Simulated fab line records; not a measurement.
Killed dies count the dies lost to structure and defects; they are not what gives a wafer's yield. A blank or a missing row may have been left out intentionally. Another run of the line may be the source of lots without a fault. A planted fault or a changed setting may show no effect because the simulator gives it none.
Which tool did it?    flow n5_finfet    24 lots with 72 wafers sampled at 6 steps, on a route of 1938 steps

## WHAT EACH GAUGE READ, for each wafer
N5_BEOL_M0_SAQP_OVL_MEAS_15. Usual: for M0_CORE_OVL the level is 0.2 nm and the standard deviation is 0.9.
lot   measured      on          M0_CORE_OVL (nm)  flag
L074  day 5 10:21   overlay-01  0.3 -0.7 -0.1     
L075  day 5 15:46   overlay-02  0.6 2.2 0.7       
L076  day 6 02:54   overlay-02  0.5 -0.6 -1.0     
L077  day 6 09:14   overlay-02  0.2 0.2 -0.7      
L078  day 6 15:12   overlay-02  0.4 0.6 0.5       
L079  day 6 18:50   overlay-01  -1.2 -0.8 -1.5    
L080  day 6 20:47   overlay-02  0.0 -0.3 1.0      
L081  day 7 06:52   overlay-01  1.9 0.2 1.3       
L082  day 7 11:49   overlay-02  0.1 -1.5 -0.6     
L083  day 7 16:04   overlay-01  1.6 0.8 0.2       
L084  day 7 18:23   overlay-01  0.1 0.5 0.7       
L085  day 8 05:31   overlay-02  1.3 1.8 0.5       
L086  day 8 15:23   overlay-02  -0.5 1.1 0.0      
L087  day 9 00:53   overlay-01  -1.1 -0.2 -0.2    
L088  day 9 01:53   overlay-02  0.0 -0.9 -0.2     
L089  day 9 07:01   overlay-01  1.9 2.1 1.1       
L090  day 9 08:44   overlay-02  -1.8 -0.4 -0.4    
L091  day 9 14:47   overlay-02  0.9 0.4 0.3       
L092  day 9 23:17   overlay-01  -0.1 1.0 1.1      
L093  day 10 03:38  overlay-01  0.7 0.3 -0.4      
L094  day 10 12:23  overlay-01  -0.5 0.2 -0.6     
L095  day 10 15:56  overlay-01  -0.2 0.2 1.0      
L096  day 10 23:32  overlay-01  -0.1 -0.5 -1.0    
L097  day 11 07:01  overlay-01  0.7 -0.6 -0.6     

N5_BEOL_M0_SAQP_CD_MEAS_25 targets a cd of 13.1 nm. Usual: cd_nm at 12.82 nm, with a standard deviation of 0.23.
lot   measured      on         cd_nm (nm)         flag
L074  day 5 12:02   cd_sem-02  12.43 13.08 12.94  
L075  day 5 17:23   cd_sem-01  12.84 13.08 12.65  
L076  day 6 04:31   cd_sem-02  12.97 13.00 12.85  
L077  day 6 10:51   cd_sem-03  12.63 12.85 12.73  
L078  day 6 16:59   cd_sem-01  12.74 12.92 12.77  
L079  day 6 21:33   cd_sem-03  12.75 12.64 13.09  
L080  day 6 22:24   cd_sem-02  12.53 12.73 12.73  
L081  day 7 08:44   cd_sem-01  12.60 12.52 13.00  
L082  day 7 13:26   cd_sem-02  12.80 12.82 12.90  
L083  day 7 18:04   cd_sem-02  12.45 12.80 12.55  
L084  day 7 20:44   cd_sem-02  12.81 12.94 12.80  
L085  day 8 08:40   cd_sem-03  12.74 13.04 12.83  
L086  day 8 17:19   cd_sem-03  13.11 12.97 12.24  
L087  day 9 02:49   cd_sem-02  12.51 12.95 13.40  
L088  day 9 03:34   cd_sem-03  12.81 12.87 13.04  
L089  day 9 08:38   cd_sem-01  12.79 12.70 12.06  
L090  day 9 10:50   cd_sem-02  12.53 12.97 12.34  
L091  day 9 16:45   cd_sem-01  12.58 12.78 13.10  
L092  day 10 00:55  cd_sem-01  12.65 12.50 13.34  
L093  day 10 05:37  cd_sem-01  12.42 12.98 13.08  
L094  day 10 14:03  cd_sem-03  12.57 13.19 12.81  
L095  day 10 18:02  cd_sem-01  12.93 12.99 13.18  
L096  day 11 01:31  cd_sem-03  12.87 12.87 12.74  
L097  day 11 08:38  cd_sem-02  12.48 12.68 12.90  

N5_BEOL_M0_SAQP_CD_MEAS_29 targets a cd of 14.4 nm. Usual: cd_nm at 15.01 nm, with a standard deviation of 0.23.
lot   measured      on         cd_nm (nm)         flag
L074  day 5 13:55   cd_sem-02  14.98 14.99 14.97  
L075  day 5 19:10   cd_sem-03  15.06 15.31 14.81  
L076  day 6 06:21   cd_sem-03  15.29 14.93 15.18  
L077  day 6 12:43   cd_sem-02  15.11 14.77 15.11  
L078  day 6 18:47   cd_sem-01  15.24 15.14 15.14  
L079  day 6 23:19   cd_sem-03  14.80 15.27 14.64  
L080  day 7 00:36   cd_sem-02  15.18 14.95 14.71  
L081  day 7 10:35   cd_sem-01  15.24 14.79 15.41  
L082  day 7 15:11   cd_sem-02  15.21 15.06 15.42  
L083  day 7 20:10   cd_sem-02  14.85 15.05 15.58  
L084  day 7 22:29   cd_sem-02  15.32 14.97 14.80  
L085  day 8 10:33   cd_sem-03  15.27 14.81 15.21  
L086  day 8 19:30   cd_sem-03  14.50 14.68 15.00  
L087  day 9 04:35   cd_sem-02  14.95 14.83 15.21  
L088  day 9 05:23   cd_sem-02  15.17 14.94 15.10  
L089  day 9 10:23   cd_sem-03  14.90 14.71 14.81  
L090  day 9 12:36   cd_sem-01  14.59 15.06 14.82  
L091  day 9 18:47   cd_sem-02  15.00 15.33 15.04  
L092  day 10 03:05  cd_sem-03  15.30 14.80 14.76  
L093  day 10 07:22  cd_sem-03  15.13 14.85 15.05  
L094  day 10 15:49  cd_sem-01  14.92 14.77 14.82  
L095  day 10 20:12  cd_sem-03  14.95 15.12 14.84  
L096  day 11 03:29  cd_sem-02  15.37 15.07 15.16  
L097  day 11 10:37  cd_sem-03  15.18 15.27 15.33  

## TOOL THAT RAN EACH LOT (tool first, then ch and the chambers of the sampled wafers, then the start)
lot   N5_BEOL_M0_SAQP_DESCUM_19           N5_BEOL_M0_SAQP_RECESS_114          N5_BEOL_M0_SAQP_SPACER1_ETCHBACK_99
L074  rie_diel-05 ch 0,2,3, day 5 10:29   vapor_etch-02 ch 0, day 5 10:59     rie_diel-06 ch 0,2,3, day 5 11:51
L075  rie_diel-06 ch 0,2, day 5 15:50     vapor_etch-01 ch 1, day 5 16:20     rie_diel-01 ch 0,2,3, day 5 17:11
L076  rie_diel-06 ch 1,2,3, day 6 02:58   vapor_etch-01 ch 0,1, day 6 03:28   rie_diel-05 ch 1,2, day 6 04:20
L077  rie_diel-06 ch 0,1,2, day 6 09:17   vapor_etch-01 ch 0,1, day 6 09:47   rie_diel-01 ch 1,2,3, day 6 10:39
L078  rie_diel-05 ch 0,1,2, day 6 15:16   vapor_etch-01 ch 0, day 6 15:46     rie_diel-05 ch 0,2,3, day 6 16:47
L079  rie_diel-01 ch 0,2, day 6 19:02     vapor_etch-02 ch 0,1, day 6 19:36   rie_diel-06 ch 1,2,3, day 6 21:21
L080  rie_diel-05 ch 0,1,3, day 6 20:50   vapor_etch-02 ch 0,1, day 6 21:20   rie_diel-05 ch 0,2,3, day 6 22:12
L081  rie_diel-01 ch 0,1,3, day 7 07:08   vapor_etch-01 ch 1, day 7 07:41     rie_diel-06 ch 0,1,2, day 7 08:32
L082  rie_diel-01 ch 0,2,3, day 7 11:52   vapor_etch-02 ch 0,1, day 7 12:22   rie_diel-06 ch 1,3, day 7 13:14
L083  rie_diel-01 ch 0,1,3, day 7 16:23   vapor_etch-01 ch 0,1, day 7 17:01   rie_diel-05 ch 0,1,3, day 7 17:52
L084  rie_diel-01 ch 1,2,3, day 7 18:27   vapor_etch-02 ch 0,1, day 7 19:11   rie_diel-06 ch 1,2, day 7 20:32
L085  rie_diel-01 ch 0,1,3, day 8 05:43   vapor_etch-02 ch 0,1, day 8 06:25   rie_diel-01 ch 0,2,3, day 8 08:28
L086  rie_diel-06 ch 0,1,2, day 8 15:26   vapor_etch-01 ch 0,1, day 8 16:04   rie_diel-06 ch 2,3, day 8 17:07
L087  rie_diel-06 ch 0,2,3, day 9 01:07   vapor_etch-02 ch 0,1, day 9 01:44   rie_diel-05 ch 0,1,2, day 9 02:37
L088  rie_diel-05 ch 0,2,3, day 9 01:56   vapor_etch-02 ch 0,1, day 9 02:30   rie_diel-01 ch 1,2,3, day 9 03:22
L089  rie_diel-06 ch 0,3, day 9 07:04     vapor_etch-01 ch 0,1, day 9 07:41   rie_diel-06 ch 0,3, day 9 08:26
L090  rie_diel-06 ch 0,1,3, day 9 08:48   vapor_etch-01 ch 0,1, day 9 09:18   rie_diel-05 ch 0,3, day 9 10:38
L091  rie_diel-06 ch 0,2,3, day 9 14:51   vapor_etch-02 ch 0,1, day 9 15:21   rie_diel-01 ch 1,2,3, day 9 16:34
L092  rie_diel-05 ch 1,2,3, day 9 23:21   vapor_etch-02 ch 0,1, day 9 23:51   rie_diel-06 ch 0,1,3, day 10 00:43
L093  rie_diel-05 ch 0,2,3, day 10 03:56  vapor_etch-02 ch 0,1, day 10 04:33  rie_diel-05 ch 1,3, day 10 05:25
L094  rie_diel-01 ch 0,1,3, day 10 12:27  vapor_etch-01 ch 0,1, day 10 12:59  rie_diel-01 ch 0,1, day 10 13:51
L095  rie_diel-01 ch 0,2,3, day 10 15:59  vapor_etch-02 ch 0,1, day 10 16:47  rie_diel-06 ch 0,1,3, day 10 17:50
L096  rie_diel-05 ch 0,2,3, day 10 23:35  vapor_etch-02 ch 0,1, day 11 00:09  rie_diel-05 ch 0,2,3, day 11 01:19
L097  rie_diel-05 ch 2,3, day 11 07:05    vapor_etch-01 ch 0,1, day 11 07:42  rie_diel-01 ch 1,2, day 11 08:26
- N5_BEOL_M0_SAQP_DESCUM_19: chemistry O2, time 7.9 s.
- N5_BEOL_M0_SAQP_RECESS_114: chemistry HF/NH3, target SiO2, target depth 14.4 nm, afs cycles 3, sublimation time 60 s.
- N5_BEOL_M0_SAQP_SPACER1_ETCHBACK_99: etches SiO2 in CHF3/O2, target depth 15.4 nm, time 7.7 s.

## AS READ BY THE TOOLS THEMSELVES (means over the sampled wafers that have a number; for cases with no such wafer, the mark the record gives instead)
N5_BEOL_M0_SAQP_DESCUM_19. Usual: drypump_motor_current_A 5.7 A, standard deviation 0.5; oes_product_au 0.75 a.u., standard deviation 0.048; rf_vpp_V 243.0 V, standard deviation 1.2; showerhead_plenum_p_Torr 2.08 Torr, standard deviation 0.06; throttle_valve_pct 20.56 %, standard deviation 0.21.
lot   tool         drypump_motor_current_A (A)  oes_product_au (a.u.)  rf_vpp_V (V)  showerhead_plenum_p_Torr (Torr)  throttle_valve_pct (%)  flag
L074  rie_diel-05  5.6                          0.78                   243.0         2.08                             20.51                   
L075  rie_diel-06  6.2                          0.75                   244.1         2.18                             20.54                   
L076  rie_diel-06  5.7                          0.73                   243.8         2.10                             20.72                   
L077  rie_diel-06  5.9                          0.76                   245.0         2.16                             20.59                   
L078  rie_diel-05  5.8                          0.76                   243.1         2.07                             20.64                   
L079  rie_diel-01  5.7                          0.85                   243.0         2.05                             20.27                   
L080  rie_diel-05  5.3                          0.75                   242.5         2.07                             20.54                   
L081  rie_diel-01  5.8                          0.76                   241.8         2.05                             20.45                   
L082  rie_diel-01  5.7                          0.81                   242.5         2.07                             20.36                   
L083  rie_diel-01  5.8                          0.76                   242.5         2.05                             20.43                   
L084  rie_diel-01  6.0                          0.78                   242.1         2.02                             20.43                   
L085  rie_diel-01  5.8                          0.76                   242.7         2.05                             20.45                   
L086  rie_diel-06  5.9                          0.74                   244.2         2.16                             20.62                   
L087  rie_diel-06  6.0                          0.73                   242.7         2.12                             20.52                   
L088  rie_diel-05  5.6                          0.77                   242.1         2.07                             20.56                   
L089  rie_diel-06  6.0                          0.76                   244.0         2.13                             20.34                   
L090  rie_diel-06  5.7                          0.74                   241.8         2.10                             20.58                   
L091  rie_diel-06  6.0                          0.73                   243.2         2.12                             20.53                   
L092  rie_diel-05  5.4                          0.74                   243.8         2.08                             20.68                   
L093  rie_diel-05  5.6                          0.75                   242.1         2.07                             20.56                   
L094  rie_diel-01  5.8                          0.75                   242.0         2.04                             20.48                   
L095  rie_diel-01  5.6                          0.79                   244.3         2.06                             20.40                   
L096  rie_diel-05  5.6                          0.75                   243.1         2.07                             20.56                   
L097  rie_diel-05  5.8                          0.74                   243.3         2.09                             20.69                   

N5_BEOL_M0_SAQP_RECESS_114. Usual: drypump_motor_current_A at 5.47 A, with a standard deviation of 0.3.
lot   tool           drypump_motor_current_A (A)  flag
L074  vapor_etch-02  5.47                         
L075  vapor_etch-01  5.89                         
L076  vapor_etch-01  5.77                         
L077  vapor_etch-01  5.77                         
L078  vapor_etch-01  5.55                         
L079  vapor_etch-02  5.21                         
L080  vapor_etch-02  5.19                         
L081  vapor_etch-01  5.85                         
L082  vapor_etch-02  5.31                         
L083  vapor_etch-01  5.79                         
L084  vapor_etch-02  5.31                         
L085  vapor_etch-02  5.33                         
L086  vapor_etch-01  5.80                         
L087  vapor_etch-02  5.32                         
L088  vapor_etch-02  5.18                         
L089  vapor_etch-01  5.67                         
L090  vapor_etch-01  5.76                         
L091  vapor_etch-02  5.20                         
L092  vapor_etch-02  5.33                         
L093  vapor_etch-02  5.34                         
L094  vapor_etch-01  5.67                         
L095  vapor_etch-02  5.20                         
L096  vapor_etch-02  5.18                         
L097  vapor_etch-01  5.74                         

N5_BEOL_M0_SAQP_SPACER1_ETCHBACK_99. Usual: drypump_motor_current_A 5.7 A, standard deviation 0.52; oes_product_au 0.75 a.u., standard deviation 0.047; rf_vpp_V 519 V, standard deviation 8.4; showerhead_plenum_p_Torr 2.39 Torr, standard deviation 0.069; throttle_valve_pct 19.02 %, standard deviation 0.19.
lot   tool         drypump_motor_current_A (A)  oes_product_au (a.u.)  rf_vpp_V (V)  showerhead_plenum_p_Torr (Torr)  throttle_valve_pct (%)  flag
L074  rie_diel-06  6.1                          0.75                   519           2.45                             18.91                   
L075  rie_diel-01  5.6                          0.82                   516           2.40                             18.88                   
L076  rie_diel-05  5.9                          0.75                   535           2.43                             19.27                   
L077  rie_diel-01  6.0                          0.78                   517           2.35                             18.96                   
L078  rie_diel-05  5.6                          0.78                   522           2.39                             19.00                   
L079  rie_diel-06  5.8                          0.72                   517           2.40                             19.13                   
L080  rie_diel-05  5.6                          0.78                   522           2.39                             19.02                   
L081  rie_diel-06  5.9                          0.75                   520           2.47                             18.99                   
L082  rie_diel-06  5.6                          0.72                   513           2.34                             19.11                   
L083  rie_diel-05  5.2                          0.75                   521           2.38                             19.04                   
L084  rie_diel-06  5.6                          0.71                   517           2.43                             19.18                   
L085  rie_diel-01  5.6                          0.80                   515           2.39                             18.90                   
L086  rie_diel-06  5.9                          0.71                   517           2.37                             19.11                   
L087  rie_diel-05  5.8                          0.74                   526           2.39                             19.16                   
L088  rie_diel-01  6.0                          0.76                   519           2.34                             19.00                   
L089  rie_diel-06  5.8                          0.73                   515           2.38                             18.94                   
L090  rie_diel-05  5.1                          0.75                   519           2.38                             18.94                   
L091  rie_diel-01  6.0                          0.75                   518           2.34                             19.01                   
L092  rie_diel-06  5.7                          0.73                   515           2.40                             18.99                   
L093  rie_diel-05  4.9                          0.72                   528           2.39                             19.08                   
L094  rie_diel-01  6.0                          0.73                   514           2.34                             19.05                   
L095  rie_diel-06  5.7                          0.73                   517           2.40                             18.99                   
L096  rie_diel-05  5.6                          0.74                   523           2.38                             19.06                   
L097  rie_diel-01  6.2                          0.73                   516           2.30                             19.06                   

## THE ANSWER, worked out from the rows above alone
Rule: take the mean of a lot's wafers that have a number; if it is more than 3 standard deviations from the usual mean, the lot is off. A lot without any number at a reading at which 4 lots or more have one is off too. Where the step has rows for the other lots, those lots are counted as sound. After the gauges, taken in route order, come the tools' own readings; for these a lot's mean is taken, as printed above. The first step at which some lot is off is used, and at that step the reading that is off furthest; a lot without a number counts as furthest.
Nothing can be told from this: no lot is off at any reading shown.

## WHAT HAD BEEN PUT IN BY THE SIMULATOR
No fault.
